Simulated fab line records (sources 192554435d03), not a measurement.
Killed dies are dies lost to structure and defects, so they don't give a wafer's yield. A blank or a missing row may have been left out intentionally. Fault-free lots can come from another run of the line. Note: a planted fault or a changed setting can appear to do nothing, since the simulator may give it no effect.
Split-lot experiment | flow n5_finfet | on a route of 1938 steps: 7 lots, 39 wafers read

ON THE SPLIT
At N5_BEOL_M12_TRENCH_ETCH_34 (etches SiOC in C4F8/O2/Ar, target depth 318.95 nm, time 125.5 s), the setting time_s was moved away from the recipe's 125.5 s on 12 of the 39 wafers read, by -59.1% to +47.4%. This setting was run at the recipe's value on the other wafers.

FROM THE SPLIT TO THE READING: what the file shows between them, 10 steps
- N5_BEOL_M12_STRIP_70: strips in C4F8/O2/Ar
- N5_BEOL_M12_OCD_MEAS_35
- N5_BEOL_M12_STRIP_37: strips in N2/H2
- N5_BEOL_M12_ETCH_38: etches SiCN in CF4/N2, target depth 68.7 nm, time 73.4 s
- N5_BEOL_M12_ECD_47: material Cu, target thk 720 nm
- N5_BEOL_M12_ANNEAL_48: time 90 s
- N5_BEOL_M12_CMP_49: polishes, stops on SiOC, t overpolish 20.6 s, target thk 320 nm
- N5_BEOL_M12_THK_MEAS_50: measures by xrf
- N5_BEOL_M12_PRE_CLEAN_52: time 15 s
- N5_BEOL_M12_DEP_53: deposits SiCN from 3MS/NH3, target thk 30 nm, time 10.5 s

THE READING
M12_RS in ohm/sq, measured at N5_BEOL_M12_RS_MEAS_54 by four-point-probe. On this fab line, fault-free wafers typically give 0.0599 ohm/sq with a standard deviation of 0.0013 ohm/sq.

wafer  | tool, chamber at the split | time_s as run, s | against the recipe | M12_RS, ohm/sq | against lot-mates on the recipe
L078.1 | rie_diel-06, 1             | 125.5            | recipe             | 0.0570         | -
L078.2 | rie_diel-06, 3             | 125.5            | recipe             | 0.0605         | -
L078.3 | rie_diel-06, 2             | 125.5            | recipe             | 0.0611         | -
L078.4 | rie_diel-06, 0             | 125.5            | recipe             | 0.0582         | -
L078.5 | rie_diel-06, 3             | 125.5            | recipe             | 0.0603         | -
L078.6 | rie_diel-06, 0             | 125.5            | recipe             | 0.0580         | -
L083.1 | rie_diel-01, 3             | 125.5            | recipe             | 0.0588         | -
L083.2 | rie_diel-01, 2             | 51.31            | -59.1%             | 0.1516         | +0.0921
L083.3 | rie_diel-01, 1             | 125.5            | recipe             | 0.0611         | -
L083.4 | rie_diel-01, 0             | 51.31            | -59.1%             | 0.1594         | +0.0999
L083.5 | rie_diel-01, 3             | 51.31            | -59.1%             | 0.1504         | +0.0909
L083.6 | rie_diel-01, 2             | 125.5            | recipe             | 0.0586         | -
L086.1 | rie_diel-03, 3             | 125.5            | recipe             | 0.0586         | -
L086.4 | rie_diel-03, 0             | 125.5            | recipe             | 0.0617         | -
L086.6 | rie_diel-03, 3             | 125.5            | recipe             | 0.0597         | -
L093.1 | rie_diel-03, 1             | 125.5            | recipe             | 0.0610         | -
L093.2 | rie_diel-03, 0             | 176.1            | +40.3%             | 0.0432         | -0.0168
L093.3 | rie_diel-03, 2             | 176.1            | +40.3%             | 0.0428         | -0.0172
L093.4 | rie_diel-03, 3             | 176.1            | +40.3%             | 0.0409         | -0.0191
L093.5 | rie_diel-03, 2             | 125.5            | recipe             | 0.0609         | -
L093.6 | rie_diel-03, 3             | 125.5            | recipe             | 0.0580         | -
L095.1 | rie_diel-03, 0             | 185              | +47.4%             | 0.0409         | -0.0186
L095.2 | rie_diel-03, 3             | 185              | +47.4%             | 0.0391         | -0.0204
L095.3 | rie_diel-03, 2             | 125.5            | recipe             | 0.0607         | -
L095.4 | rie_diel-03, 1             | 125.5            | recipe             | 0.0604         | -
L095.5 | rie_diel-03, 3             | 125.5            | recipe             | 0.0573         | -
L095.6 | rie_diel-03, 0             | 185              | +47.4%             | 0.0412         | -0.0183
L097.1 | rie_diel-03, 0             | 125.5            | recipe             | 0.0606         | -
L097.2 | rie_diel-03, 1             | 125.5            | recipe             | 0.0608         | -
L097.3 | rie_diel-03, 3             | 125.5            | recipe             | 0.0577         | -
L097.4 | rie_diel-03, 2             | 125.5            | recipe             | 0.0607         | -
L097.5 | rie_diel-03, 0             | 125.5            | recipe             | 0.0611         | -
L097.6 | rie_diel-03, 1             | 125.5            | recipe             | 0.0606         | -
L096.1 | rie_diel-01, 2             | 125.5            | recipe             | 0.0592         | -
L096.2 | rie_diel-01, 0             | 125.5            | recipe             | 0.0603         | -
L096.3 | rie_diel-01, 3             | 125.5            | recipe             | 0.0587         | -
L096.4 | rie_diel-01, 2             | 82.92            | -33.9%             | 0.0916         | +0.0322
L096.5 | rie_diel-01, 3             | 82.92            | -33.9%             | 0.0922         | +0.0328
L096.6 | rie_diel-01, 0             | 82.92            | -33.9%             | 0.0938         | +0.0344

THE FIT
A straight line over all 39 wafers: M12_RS changes by -0.000969 ohm/sq for each +1% of time_s; r = -0.89; the points scatter about the line by 0.013 ohm/sq.
The same after taking each lot's own level away (the mean of its wafers on the recipe; 39 wafers): -0.000972 ohm/sq for each +1%; r = -0.89; scatter 0.013 ohm/sq.
Per that fit: largest time_s move, reading shift of 0.057 ohm/sq.
The span of the lots' own levels, 0.05918 to 0.06025 ohm/sq, comes to 0.8 times the standard deviation stated above.
Consequently the slope shifts little with the lot-to-lot level, the two slopes agreeing.
Check: with one of the wafers moved furthest among these (-59.1%) left out of the fit, the line predicts +0.0587 ohm/sq for it against its lot-mates. Against them it came out at +0.0921 ohm/sq.

THE WHOLE CHAIN: every reading that the file lists as answering this split, in the file's order
step                       | what it does                                                    | reading                                                                       | change (the file's fit)               | r (the file's)
N5_BEOL_M12_TRENCH_ETCH_34 | etches SiOC in C4F8/O2/Ar, target depth 318.95 nm, time 125.5 s | etch.depth_nm (the simulator's own value, which no gauge read)                | +3.18 nm for each +1% of the setting  | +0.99
N5_BEOL_M12_OCD_MEAS_35    |                                                                 | trench_depth_nm                                                               | +3.18 nm for each +1% of the setting  | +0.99
N5_BEOL_M12_CMP_49         | polishes, stops on SiOC, t overpolish 20.6 s, target thk 320 nm | Cu_of_BEOL_M12_ECD_47.thk_nm (the simulator's own value, which no gauge read) | +3.17 nm for each +1% of the setting  | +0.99
N5_BEOL_M12_THK_MEAS_50    | measures by xrf                                                 | M12_THK                                                                       | +3.23 for each +1% of the setting     | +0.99
N5_BEOL_M12_RS_MEAS_54     | measures by four-point-probe                                    | M12_RS                                                                        | -0.000976 for each +1% of the setting | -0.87

FILE'S OWN FIT
M12_RS changes by -0.000976 ohm/sq for each +1% of time_s, r = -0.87.
